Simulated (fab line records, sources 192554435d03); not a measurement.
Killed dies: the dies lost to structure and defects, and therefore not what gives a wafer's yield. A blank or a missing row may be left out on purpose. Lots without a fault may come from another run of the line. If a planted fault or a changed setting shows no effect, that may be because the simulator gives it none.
Split-lot trial -- flow n5-finfet -- 7 lots, 39 wafers read, on a route of 1938 steps

THE SPLIT
At N5_BEOL_M13_ILD_DEP_00 (deposits SiOC from DEMS/O2, target thk 837.92 nm, time 166.4 s), the setting time-s was moved away from the recipe's 166.4 s on 18 of the 39 wafers read, by -58.9% to +59.6%. This setting was run at the recipe's value on the other wafers.

Split to reading: the file shows no intervening step.

THE READING
M13_ILD_THK in nanometres, read at N5_BEOL_M13_THK_MEAS_01. Fault-free wafers of this fab line usually give 840 nm, standard deviation 9.7 nm.

wafer,"tool, chamber at the split","time-s as run, s",against the recipe,"M13_ILD_THK, nm",against lot-mates on the recipe
L080.1,"pecvd-02, 2",68.4,-58.9%,344,-500
L080.2,"pecvd-02, 0",68.4,-58.9%,352,-492
L080.3,"pecvd-02, 1",166.4,recipe,839,-
L080.4,"pecvd-02, 2",166.4,recipe,846,-
L080.5,"pecvd-02, 1",68.4,-58.9%,356,-488
L080.6,"pecvd-02, 0",166.4,recipe,847,-
L081.1,"pecvd-01, 0",166.4,recipe,819,-
L081.2,"pecvd-01, 2",166.4,recipe,830,-
L081.5,"pecvd-01, 2",166.4,recipe,839,-
L084.1,"pecvd-01, 0",166.4,recipe,831,-
L084.2,"pecvd-01, 2",135.4,-18.6%,670,-167
L084.3,"pecvd-01, 1",135.4,-18.6%,676,-161
L084.4,"pecvd-01, 2",135.4,-18.6%,676,-161
L084.5,"pecvd-01, 1",166.4,recipe,838,-
L084.6,"pecvd-01, 0",166.4,recipe,843,-
L085.1,"pecvd-01, 1",210.6,+26.6%,1058,+205
L085.2,"pecvd-01, 0",210.6,+26.6%,1060,+207
L085.3,"pecvd-01, 2",166.4,recipe,840,-
L085.4,"pecvd-01, 1",166.4,recipe,858,-
L085.5,"pecvd-01, 2",210.6,+26.6%,1077,+224
L085.6,"pecvd-01, 0",166.4,recipe,862,-
L091.1,"pecvd-01, 1",127.3,-23.5%,633,-202
L091.2,"pecvd-01, 0",166.4,recipe,838,-
L091.3,"pecvd-01, 2",166.4,recipe,824,-
L091.4,"pecvd-01, 0",166.4,recipe,843,-
L091.5,"pecvd-01, 1",127.3,-23.5%,643,-192
L091.6,"pecvd-01, 2",127.3,-23.5%,640,-195
L092.1,"pecvd-01, 2",265.6,+59.6%,1334,+486
L092.2,"pecvd-01, 1",265.6,+59.6%,1325,+477
L092.3,"pecvd-01, 0",265.6,+59.6%,1332,+484
L092.4,"pecvd-01, 0",166.4,recipe,848,-
L092.5,"pecvd-01, 1",166.4,recipe,851,-
L092.6,"pecvd-01, 2",166.4,recipe,846,-
L097.1,"pecvd-02, 1",166.4,recipe,829,-
L097.2,"pecvd-02, 0",166.4,recipe,834,-
L097.3,"pecvd-02, 2",89.77,-46.1%,446,-386
L097.4,"pecvd-02, 0",89.77,-46.1%,454,-378
L097.5,"pecvd-02, 1",89.77,-46.1%,451,-381
L097.6,"pecvd-02, 2",166.4,recipe,834,-

THE FIT
A straight line over all 39 wafers: M13_ILD_THK changes by +8.34 nm for each +1% of time-s; r = +1.00; the points scatter about the line by 9.4 nm.
The same after taking each lot's own level away (the mean of its wafers on the recipe; 39 wafers): +8.23 nm for each +1%; r = +1.00; scatter 7 nm.
Per that fit: largest time-s move, reading shift of 4.9e+02 nm.
The span of the lots' own levels, 829.3 to 853.3 nm, comes to 2.5 times the standard deviation stated above.
The two slopes agree, so the slope changes little with the lot-to-lot level.
Check: with one of the wafers moved furthest among these (+59.6%) left out of the fit, the line predicts +488 nm for it against its lot-mates. It came out at +486 nm against them.

THE WHOLE CHAIN: every reading that the file lists as answering this split, in the file's order
step,what it does,reading,change (the file's fit),r (the file's)
N5_BEOL_M13_ILD_DEP_00,"deposits SiOC from DEMS/O2, target thk 837.92 nm, time 166.4 s","SiOC_of_BEOL_M13_ILD_DEP_00.thk-nm (the simulator's own value, which no gauge read)",+8.25 nm for each +1% of the setting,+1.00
N5_BEOL_M13_THK_MEAS_01,,M13_ILD_THK,+8.25 for each +1% of the setting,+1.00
N5_BEOL_M13_VIA_ETCH_16,"etches SiOC in C4F8/O2/Ar, target depth 921.7 nm","etch.depth-nm (the simulator's own value, which no gauge read)",+8.25 nm for each +1% of the setting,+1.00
N5_BEOL_M13_VIA_ETCH_16,"etches SiOC in C4F8/O2/Ar, target depth 921.7 nm","coat_of_BEOL_M13_COAT_04.thk-nm (the simulator's own value, which no gauge read)",-2.01 nm for each +1% of the setting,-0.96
N5_BEOL_M13_STRIP_63,strips in N2/H2,oes-product-au,"not straight: 0.816 at the lowest setting, 0.674 at the recipe, 0.230 at the highest",not given
N5_BEOL_M13_STRIP_63,strips in N2/H2,strip-time-to-endpoint-s,"not straight: withheld at the lowest setting, withheld at the recipe, withheld at the highest",not given
N5_BEOL_M13_STRIP_64,strips in N2/H2,oes-product-au,"not straight: 0.711 at the lowest setting, 0.714 at the recipe, 0.466 at the highest",not given

THE FILE'S OWN FIT
M13_ILD_THK changes by +8.25 nm for each +1% of time-s, r = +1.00.
